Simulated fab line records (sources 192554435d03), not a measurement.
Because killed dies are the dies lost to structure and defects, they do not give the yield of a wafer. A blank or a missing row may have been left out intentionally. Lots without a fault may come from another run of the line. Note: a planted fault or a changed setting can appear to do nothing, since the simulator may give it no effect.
Matching of chambers :: flow n5_finfet :: rie_diel-02 running N5_GATE_CUT_ETCH_37: 4 sister chambers
The step etches SOC in N2/H2, target depth 60 nm, overetch 12 nm, time 90 s. 8 wafers are shown with their chamber, then 7 later ones without.

WAFERS PAIRED WITH THEIR CHAMBERS
wafer: L079.1
chamber: 2
drypump_motor_current_A (A): 5.1
showerhead_plenum_p_Torr (Torr): 2.65

wafer: L090.4
chamber: 2
drypump_motor_current_A (A): 5.1
showerhead_plenum_p_Torr (Torr): 2.64

wafer: L090.5
chamber: 1
drypump_motor_current_A (A): 6.1
showerhead_plenum_p_Torr (Torr): 2.56

wafer: L092.4
chamber: 0
drypump_motor_current_A (A): 6.6
showerhead_plenum_p_Torr (Torr): 2.42

wafer: L092.5
chamber: 0
drypump_motor_current_A (A): 6.6
showerhead_plenum_p_Torr (Torr): 2.42

wafer: L093.4
chamber: 1
drypump_motor_current_A (A): 6.0
showerhead_plenum_p_Torr (Torr): 2.56

wafer: L094.1
chamber: 3
drypump_motor_current_A (A): 5.6
showerhead_plenum_p_Torr (Torr): 2.60

wafer: L094.5
chamber: 3
drypump_motor_current_A (A): 5.6
showerhead_plenum_p_Torr (Torr): 2.61

WAFERS WITHOUT THEIR CHAMBER
wafer: L094.6
drypump_motor_current_A (A): 5.1
showerhead_plenum_p_Torr (Torr): 2.64

wafer: L096.1
drypump_motor_current_A (A): 5.6
showerhead_plenum_p_Torr (Torr): 2.60

wafer: L096.3
drypump_motor_current_A (A): 6.5
showerhead_plenum_p_Torr (Torr): 2.42

wafer: L096.6
drypump_motor_current_A (A): 5.1
showerhead_plenum_p_Torr (Torr): 2.64

wafer: L097.1
drypump_motor_current_A (A): 5.1
showerhead_plenum_p_Torr (Torr): 2.64

wafer: L097.2
drypump_motor_current_A (A): 5.6
showerhead_plenum_p_Torr (Torr): 2.60

wafer: L097.4
drypump_motor_current_A (A): 6.6
showerhead_plenum_p_Torr (Torr): 2.42

WHICH CHAMBER EACH WENT THROUGH
wafer: L094.6
from the rows above: 2
in truth: 2

wafer: L096.1
from the rows above: 3
in truth: 3

wafer: L096.3
from the rows above: 0
in truth: 0

wafer: L096.6
from the rows above: 2
in truth: 2

wafer: L097.1
from the rows above: 2
in truth: 2

wafer: L097.2
from the rows above: 3
in truth: 3

wafer: L097.4
from the rows above: 0
in truth: 0
7 of 7 placed correctly. Not placeable from these rows: 0. 0 placed wrongly.
How it was worked out, from the rows above alone: a wafer's distance from a chamber is the root of the sum, over the readings, of the square of ((its reading less the chamber's mean) divided by the reading's scatter). The wafer belongs to the nearest chamber; if the next one is less than 2 further off, it can't be placed. A chamber's mean is the mean of its shown wafers. The scatter is the square root of a quotient: the sum, over the shown wafers, of each reading's squared deviation from its chamber's mean, divided by wafers minus chambers.
